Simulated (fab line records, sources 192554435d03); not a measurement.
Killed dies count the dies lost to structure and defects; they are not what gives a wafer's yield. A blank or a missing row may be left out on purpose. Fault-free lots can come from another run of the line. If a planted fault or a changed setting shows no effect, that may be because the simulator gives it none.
The same fault as seen by 3 desks / flow n5Finfet / what lay behind the numbers comes last; until then each desk has only its own

THE DEFECT DESK
Inspection counts along the route, by lot: the mean over sampled wafers that carry a number. A lot is out of limits, marked OUT, if its mean lies more than 4 standard deviations from the usual mean; the brackets give that distance.
Columns: A = rawDefectCount at N5_STI_FIN_REVEAL_INSPECT_13, usual 12
lot=L871; first seen here=day 2 15:35; A=27
lot=L872; first seen here=day 2 20:58; A=8
lot=L874; first seen here=day 3 11:04; A=11
lot=L875; first seen here=day 3 14:08; A=13
lot=L876; first seen here=day 3 19:46; A=13
lot=L879; first seen here=day 4 13:22; A=12
lot=L880; first seen here=day 4 19:43; A=9
lot=L887; first seen here=day 6 12:20; A=12
lot=L890; first seen here=day 7 06:49; A=12
lot=L892; first seen here=day 7 19:20; A=8
Result from this desk: across the 10 lots, nothing is out of limits.

TOOL OWNER'S DESK, vaporEtch-01
The tool's own readings at N5_STI_FIN_REVEAL_RECESS_09 (chemistry HF/NH3, target SiO2, afs cycles 11, target depth 42.5 nm, sublimation time 60 s): means of the sampled wafers that have a number, for each lot that ran on this tool. A lot is out of limits, marked OUT, if its mean lies more than 4 standard deviations from the usual mean; the brackets give that distance.
Columns: A = drypumpMotorCurrentA at N5_STI_FIN_REVEAL_RECESS_09, usual 5.4 A; B = forelinePTorr at N5_STI_FIN_REVEAL_RECESS_09, usual 0.1281 Torr
lot=L872; first seen here=day 2 18:40; A=5.6; B=0.1282
lot=L874; first seen here=day 3 08:15; A=5.7; B=0.1277
lot=L875; first seen here=day 3 11:21; A=5.8; B=0.1280
lot=L876; first seen here=day 3 16:54; A=5.6; B=0.1283
lot=L880; first seen here=day 4 16:56; A=5.7; B=0.1278
lot=L887; first seen here=day 6 10:05; A=5.8; B=0.1277
Result from this desk: across the 6 lots, nothing is out of limits.

METROLOGY DESK
What the gauges read, lot by lot, whatever tool the lot ran on: means of the sampled wafers that have a number. A lot is out of limits, marked OUT, if its mean lies more than 4 standard deviations from the usual mean; the brackets give that distance. Shown here are 7 of its 12 readings, the ones lying furthest out on some lot.
Columns: A = trenchDepthNm at N5_STI_FIN_REVEAL_FIN_H_MEAS_10, usual 52.5 nm; B = thkNm at N5_DUMMY_GATE_THK_MEAS_05, usual 71.3 nm; C = IOFF_N at N5_BEOL_M4_RC_MEAS_101, usual 0.18 nA/um; D = IOFF_P at N5_BEOL_M4_RC_MEAS_101, usual 0.23 nA/um; E = ION_P at N5_BEOL_M4_RC_MEAS_101, usual 467 uA/um; F = SS_N at N5_BEOL_M4_RC_MEAS_101, usual 71.7 mV/dec; G = VT_N at N5_BEOL_M4_RC_MEAS_101, usual 249 mV
lot=L871; first seen here=day 2 15:29; A=51.9; B=71.5; C=0.16; D=0.22; E=461; F=71.7; G=250
lot=L872; first seen here=day 2 20:52; A=52.7; B=71.4; C=0.17; D=0.21; E=472; F=71.4; G=249
lot=L874; first seen here=day 3 10:58; A=51.6; B=71.6; C=0.23; D=0.30; E=469; F=72.6; G=247
lot=L875; first seen here=day 3 14:02; A=51.8; B=70.1; C=0.13; D=0.16; E=452; F=71.3; G=253
lot=L876; first seen here=day 3 19:40; A=53.5; B=69.7; C=0.18; D=0.25; E=473; F=71.9; G=251
lot=L879; first seen here=day 4 13:17; A=51.7; B=71.7; C=0.21; D=0.30; E=475; F=72.1; G=246
lot=L880; first seen here=day 4 19:38; A=53.0; B=70.7; C=0.19; D=0.28; E=479; F=72.1; G=246
lot=L887; first seen here=day 6 12:16; A=55.1; B=72.3; C=0.16; D=0.23; E=479; F=71.4; G=250
lot=L890; first seen here=day 7 06:44; A=51.6; B=72.6; C=0.25; D=0.32; E=478; F=72.7; G=243
lot=L892; first seen here=day 7 19:16; A=52.3; B=72.2; C=0.18; D=0.18; E=459; F=72.0; G=247
Result from this desk: across the 10 lots, nothing is out of limits.

PUT TOGETHER
The defect desk saw nothing out of limits.
Nothing out of limits was seen by the tool owner's desk.
At the metrology desk, nothing out of limits was observed.

WHAT THE SIMULATOR HAD INSERTED
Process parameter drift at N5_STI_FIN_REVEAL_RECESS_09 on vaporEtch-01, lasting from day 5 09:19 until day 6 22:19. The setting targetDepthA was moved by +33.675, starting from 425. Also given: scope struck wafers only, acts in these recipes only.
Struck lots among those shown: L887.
